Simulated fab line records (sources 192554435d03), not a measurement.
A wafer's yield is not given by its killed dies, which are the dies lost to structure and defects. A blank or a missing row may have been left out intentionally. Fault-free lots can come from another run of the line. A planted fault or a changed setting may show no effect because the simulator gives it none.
Matching of chambers || flow n5Finfet || 4 sister chambers for N5_DUMMY_GATE_ETCH_32 on rieSi-04
The step etches SiO2 in CF4, target depth 3.5 nm, time 3.9 s. 18 wafers are shown with their chamber, then 9 later ones without.

WAFERS WITH THEIR CHAMBER
{"wafer": "L075.2", "chamber": 3, "throttleValvePct (%)": 21.85, "drypumpMotorCurrentA (A)": 6.2, "oesProductAu (a.u.)": 1.013}
{"wafer": "L075.4", "chamber": 1, "throttleValvePct (%)": 21.79, "drypumpMotorCurrentA (A)": 6.2, "oesProductAu (a.u.)": 0.996}
{"wafer": "L075.6", "chamber": 2, "throttleValvePct (%)": 22.02, "drypumpMotorCurrentA (A)": 5.9, "oesProductAu (a.u.)": 0.992}
{"wafer": "L077.1", "chamber": 0, "throttleValvePct (%)": 21.99, "drypumpMotorCurrentA (A)": 6.1, "oesProductAu (a.u.)": 1.013}
{"wafer": "L077.2", "chamber": 3, "throttleValvePct (%)": 21.84, "drypumpMotorCurrentA (A)": 6.3, "oesProductAu (a.u.)": 1.003}
{"wafer": "L077.5", "chamber": 1, "throttleValvePct (%)": 21.79, "drypumpMotorCurrentA (A)": 6.2, "oesProductAu (a.u.)": 0.995}
{"wafer": "L079.1", "chamber": 3, "throttleValvePct (%)": 21.84, "drypumpMotorCurrentA (A)": 6.2, "oesProductAu (a.u.)": 1.004}
{"wafer": "L079.2", "chamber": 2, "throttleValvePct (%)": 22.01, "drypumpMotorCurrentA (A)": 5.9, "oesProductAu (a.u.)": 0.999}
{"wafer": "L079.6", "chamber": 1, "throttleValvePct (%)": 21.79, "drypumpMotorCurrentA (A)": 6.1, "oesProductAu (a.u.)": 1.002}
{"wafer": "L085.3", "chamber": 2, "throttleValvePct (%)": 22.03, "drypumpMotorCurrentA (A)": 5.9, "oesProductAu (a.u.)": 0.983}
{"wafer": "L085.4", "chamber": 3, "throttleValvePct (%)": 21.84, "drypumpMotorCurrentA (A)": 6.2, "oesProductAu (a.u.)": 1.021}
{"wafer": "L085.6", "chamber": 2, "throttleValvePct (%)": 22.01, "drypumpMotorCurrentA (A)": 5.9, "oesProductAu (a.u.)": 0.991}
{"wafer": "L086.2", "chamber": 3, "throttleValvePct (%)": 21.84, "drypumpMotorCurrentA (A)": 6.2, "oesProductAu (a.u.)": 1.009}
{"wafer": "L086.3", "chamber": 1, "throttleValvePct (%)": 21.81, "drypumpMotorCurrentA (A)": 6.2, "oesProductAu (a.u.)": 1.006}
{"wafer": "L086.6", "chamber": 1, "throttleValvePct (%)": 21.79, "drypumpMotorCurrentA (A)": 6.2, "oesProductAu (a.u.)": 1.001}
{"wafer": "L090.2", "chamber": 1, "throttleValvePct (%)": 21.81, "drypumpMotorCurrentA (A)": 6.2, "oesProductAu (a.u.)": 0.999}
{"wafer": "L090.4", "chamber": 0, "throttleValvePct (%)": 22.01, "drypumpMotorCurrentA (A)": 6.1, "oesProductAu (a.u.)": 1.016}
{"wafer": "L090.5", "chamber": 3, "throttleValvePct (%)": 21.85, "drypumpMotorCurrentA (A)": 6.2, "oesProductAu (a.u.)": 1.012}

SIGNATURES (means of the wafers above)
{"reading": "throttleValvePct", "chamber 0": 22.0000, "chamber 1": 21.7967, "chamber 2": 22.0175, "chamber 3": 21.8433, "scatter within a chamber": 0.00903}
{"reading": "drypumpMotorCurrentA", "chamber 0": 6.100, "chamber 1": 6.183, "chamber 2": 5.900, "chamber 3": 6.217, "scatter within a chamber": 0.0345}
{"reading": "oesProductAu", "chamber 0": 1.01450, "chamber 1": 0.99983, "chamber 2": 0.99125, "chamber 3": 1.01033, "scatter within a chamber": 0.00558}
Rule: distance of a wafer from a chamber = root of the sum over the readings of ((wafer's reading minus chamber's mean) / reading's scatter) squared. The wafer belongs to the nearest chamber; if the next one is less than 2 further off, it can't be placed. The scatter: the root of (the sum of the squares of (reading less its chamber's mean) over the shown wafers, divided by (wafers less chambers)).

WAFERS MISSING THEIR CHAMBER
{"wafer": "L093.3", "throttleValvePct (%)": 21.80, "drypumpMotorCurrentA (A)": 6.1, "oesProductAu (a.u.)": 1.002}
{"wafer": "L093.5", "throttleValvePct (%)": 21.99, "drypumpMotorCurrentA (A)": 6.1, "oesProductAu (a.u.)": 1.022}
{"wafer": "L093.6", "throttleValvePct (%)": 22.03, "drypumpMotorCurrentA (A)": 5.9, "oesProductAu (a.u.)": 0.990}
{"wafer": "L095.1", "throttleValvePct (%)": 21.85, "drypumpMotorCurrentA (A)": 6.2, "oesProductAu (a.u.)": 1.015}
{"wafer": "L095.4", "throttleValvePct (%)": 22.04, "drypumpMotorCurrentA (A)": 5.9, "oesProductAu (a.u.)": 1.008}
{"wafer": "L095.6", "throttleValvePct (%)": 21.79, "drypumpMotorCurrentA (A)": 6.1, "oesProductAu (a.u.)": 1.001}
{"wafer": "L096.1", "throttleValvePct (%)": 21.99, "drypumpMotorCurrentA (A)": 6.1, "oesProductAu (a.u.)": 1.007}
{"wafer": "L096.3", "throttleValvePct (%)": 22.03, "drypumpMotorCurrentA (A)": 5.9, "oesProductAu (a.u.)": 0.994}
{"wafer": "L096.6", "throttleValvePct (%)": 21.86, "drypumpMotorCurrentA (A)": 6.2, "oesProductAu (a.u.)": 1.009}

WHICH CHAMBER EACH ONE RAN IN
{"wafer": "L093.3", "from the rows above": 1, "in truth": 1}
{"wafer": "L093.5", "from the rows above": 0, "in truth": 0}
{"wafer": "L093.6", "from the rows above": 2, "in truth": 2}
{"wafer": "L095.1", "from the rows above": 3, "in truth": 3}
{"wafer": "L095.4", "from the rows above": 2, "in truth": 2}
{"wafer": "L095.6", "from the rows above": 1, "in truth": 1}
{"wafer": "L096.1", "from the rows above": 0, "in truth": 0}
{"wafer": "L096.3", "from the rows above": 2, "in truth": 2}
{"wafer": "L096.6", "from the rows above": 3, "in truth": 3}
Placed correctly: 9 of 9. Can't be placed from these rows: 0. Placed wrongly: 0.
